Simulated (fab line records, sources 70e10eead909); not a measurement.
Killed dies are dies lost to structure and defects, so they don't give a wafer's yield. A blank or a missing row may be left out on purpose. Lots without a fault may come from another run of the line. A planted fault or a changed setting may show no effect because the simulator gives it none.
A struck lot beside a sound one | flow nand_harc | 15 steps out of a route of 1302
Sound: wafers L749.1, L749.3, L749.4. Struck: wafers L764.1, L764.2. (L764.3 of the same lot was not struck and is left out.) The cause comes at the end.
At each step with rows: each side's tool, then ch and its chambers, then its first start. Under that, the readings that differ: sound wafers | struck wafers | difference of the means | sigmas: that difference in standard deviations of wafers without a fault.
alike: readings whose means differ by less than 2 such deviations, and words and numbers that are the same on both sides. not compared: withheld readings, readings that some wafer has no value for, bounds like >300 that may hide the same value, and numbers for which the record gives no deviation and whose values overlap.
The two part at a step that has a row with sigmas, a row that says differs or no value, or rows on one side only. Numbers that don't overlap but have no deviation are shown without sigmas and don't part them. A reading that every wafer of one side lacks parts them only if that side has two wafers or more.

first, 5 steps without rows for these wafers: NHARC_A_SGD_CUT_SOFTBAKE_04 (time 55 s); NHARC_A_SGD_CUT_EBR_05; NHARC_A_SGD_CUT_EXPOSE_06 (exposes mask SGD); NHARC_A_SGD_CUT_PEB_07 (peb time 65 s); NHARC_A_SGD_CUT_DEVELOP_08 (develop time 35 s).
NHARC_A_SGD_CUT_CD_MEAS_09: target cd 100 nm.
  sound on cd_sem-01 ch 0, day 20 21:17; struck on cd_sem-03 ch 0, day 27 23:30
  reading    | sound             | struck    | difference | sigmas
  cd_nm (nm) | 101.4 100.1 101.2 | 98.9 99.3 | -1.8       | -3
NHARC_A_SGD_CUT_OVL_MEAS_10:
  sound on overlay-02, day 20 21:22; struck on overlay-01, day 27 23:35
  alike: overlay_x_nm, overlay_y_nm
NHARC_A_SGD_CUT_INSPECT_11:
  sound on defect_inspect-02, day 20 21:24; struck on defect_inspect-02, day 27 23:37
  alike: raw_defect_count
NHARC_A_SGD_CUT_DESCUM_14: chemistry O2, time 3 s.
  sound on rie_diel-08 ch 1,2,3, day 20 21:28; struck on rie_diel-08 ch 0,1, day 27 23:41
  alike: drypump_motor_current_A, oes_product_au, rf_vpp_V, showerhead_plenum_p_Torr, throttle_valve_pct
  not compared: rf_hours_counter_h
NHARC_A_SGD_CUT_ETCH_58: etches the open film in CF4, target depth 39 nm, time 65 s.
  sound on rie_diel-08 ch 0,2,3, day 20 21:33; struck on rie_diel-08 ch 0,1, day 27 23:46
  alike: drypump_motor_current_A, oes_product_au, rf_vpp_V, showerhead_plenum_p_Torr, throttle_valve_pct
  not compared: rf_hours_counter_h
NHARC_A_SGD_CUT_ETCH_59: etches the open film in N2/H2, target depth 260 nm, time 406.25 s.
  sound on rie_diel-08 ch 0,1,3; struck on rie_diel-08 ch 0,3
  alike: drypump_motor_current_A, oes_product_au, rf_vpp_V, showerhead_plenum_p_Torr, throttle_valve_pct
  not compared: rf_hours_counter_h
NHARC_A_SGD_CUT_ETCH_15: etches the open film in CH3F/O2, target depth 75 nm, time 64.3 s.
  sound on rie_diel-08 ch 1,2,3; struck on rie_diel-08 ch 2,3
  alike: ch3f_flow_sccm, drypump_motor_current_A, oes_product_au, rf_vpp_V, showerhead_plenum_p_Torr, throttle_valve_pct
  not compared: rf_hours_counter_h
NHARC_A_SGD_CUT_ETCH_16: etches the open film in C4F8/O2/Ar, target depth 310.5 nm, time 155.2 s.
  sound on rie_diel-08 ch 0,1,3, day 20 22:02; struck on rie_diel-08 ch 1,3, day 28 00:16
  reading               | sound             | struck      | difference | sigmas
  oes_product_au (a.u.) | 0.969 0.948 0.959 | 1.028 1.023 | +0.067     | +4
  alike: rf_vpp_V
  not compared: rf_hours_counter_h
then, 1 step without rows for these wafers: NHARC_A_SGD_CUT_STRIP_60 (strips in C4F8/O2/Ar).
-- the record jumps here: 5 days lie between the struck wafers' starts before and after (it left off in module A_SGD_CUT and takes up again in module END, whose first step shown is number 1302 of the route) --
NHARC_END_SORT_01:
  sound on prober-02 ch 0, day 26 05:19; struck on prober-02 ch 0, day 33 09:20
  reading         | sound    | struck  | difference | sigmas
  killed_at_array | 85 62 74 | 344 350 | +273       | +15
  killed_dies     | 87 64 75 | 348 355 | +276       | +15
  alike: killed_at_other, killed_at_periphery, killed_open, killed_short

WHERE THEY PART
First at NHARC_A_SGD_CUT_CD_MEAS_09; last, within this record, at NHARC_END_SORT_01.

WHY: what the simulator had put in
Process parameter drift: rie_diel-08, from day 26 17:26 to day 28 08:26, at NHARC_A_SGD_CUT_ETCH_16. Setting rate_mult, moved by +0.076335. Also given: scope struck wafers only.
